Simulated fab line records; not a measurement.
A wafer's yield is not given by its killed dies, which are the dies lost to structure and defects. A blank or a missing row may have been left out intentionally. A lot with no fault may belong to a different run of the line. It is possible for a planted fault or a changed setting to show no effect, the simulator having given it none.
2 desks looking at one fault || flow nand-harc || each desk holds nothing but its own numbers, with what lay behind them at the end

## DESK OF THE TOOL OWNER: rie-diel-05
The tool's own readings at NHARC_A_SLIT_ETCH_15 (etches the open film in O2/COS, target depth 3200 nm, time 832 s): means of the sampled wafers that have a number, for each lot that ran on this tool. If a lot's mean is further than 4 standard deviations from the usual mean, the lot is out of limits and carries the mark OUT (the distance appears in the brackets). Shown are 7 of the 8 readings it has, namely the first that went out of limits plus those furthest out on some lot.
Columns: A = chamber-pressure-mTorr at NHARC_A_SLIT_ETCH_15, usual 19.997 mTorr; B = o2-flow-sccm at NHARC_A_SLIT_ETCH_15, usual 400.1 sccm; C = oes-product-au at NHARC_A_SLIT_ETCH_15, usual 1.002 a.u.; D = rf-fwd-power-W at NHARC_A_SLIT_ETCH_15, usual 499.9 W; E = rf-vpp-V at NHARC_A_SLIT_ETCH_15, usual 314.1 V; F = showerhead-plenum-p-Torr at NHARC_A_SLIT_ETCH_15, usual 3.12 Torr; G = throttle-valve-pct at NHARC_A_SLIT_ETCH_15, usual 28.329 %
{"lot": "L714", "first seen here": "day 14 23:33", "A": 20.015, "B": 400.0, "C": 1.001, "D": 497.7, "E": 313.1, "F": 3.07, "G": 28.335}
{"lot": "L718", "first seen here": "day 16 17:38", "A": 20.001, "B": 400.5, "C": "0.941 (-8.6) OUT", "D": 501.2, "E": 313.3, "F": 3.07, "G": 28.330}
{"lot": "L731", "first seen here": "day 20 02:37", "A": 19.993, "B": 401.4, "C": 1.005, "D": 500.4, "E": 312.6, "F": 3.01, "G": 28.325}
This desk's finding: out of limits on L718; first on L718, day 16 17:38 (oes-product-au at NHARC_A_SLIT_ETCH_15). Within limits: L714, L731.

## AT THE METROLOGY DESK
What the gauges read for every lot (on any tool): the sampled wafers with a number, averaged. If a lot's mean is further than 4 standard deviations from the usual mean, the lot is out of limits and carries the mark OUT (the distance appears in the brackets).
Columns: A = cd-nm at NHARC_A_SGD_CUT_CD_MEAS_09, usual 100.1 nm
{"lot": "L709", "first seen here": "day 13 12:13", "A": 100.5}
{"lot": "L710", "first seen here": "day 14 04:31", "A": 100.3}
{"lot": "L712", "first seen here": "day 14 04:56", "A": 99.8}
{"lot": "L715", "first seen here": "day 14 09:07", "A": 100.2}
{"lot": "L714", "first seen here": "day 14 09:22", "A": 100.0}
{"lot": "L713", "first seen here": "day 14 21:06", "A": 100.3}
{"lot": "L718", "first seen here": "day 16 06:40", "A": 100.4}
{"lot": "L724", "first seen here": "day 17 17:48", "A": 99.3}
{"lot": "L727", "first seen here": "day 18 06:44", "A": 100.6}
{"lot": "L726", "first seen here": "day 18 07:09", "A": 100.0}
{"lot": "L730", "first seen here": "day 19 03:08", "A": 100.1}
{"lot": "L728", "first seen here": "day 19 16:06", "A": 100.1}
{"lot": "L731", "first seen here": "day 19 16:13", "A": 100.1}
Result from this desk: across the 13 lots, nothing is out of limits.

## PUT TOGETHER
On L718, at day 16 17:38, an alarm was possible from the tool owner's desk.
Metrology desk: nothing out of limits seen.
The metrology desk holds a record of L718, inside its limits.
On rie-diel-05, each named lot ran NHARC_A_SLIT_ETCH_15.

## WHAT WAS PUT IN BY THE SIMULATOR
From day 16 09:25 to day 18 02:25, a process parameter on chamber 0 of rie-diel-05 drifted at NHARC_A_SLIT_ETCH_15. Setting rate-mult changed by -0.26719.
Shown lots that were struck: L718.
Delay in hours, fault start to first out-of-limits reading, by desk: the tool owner's desk at 8.
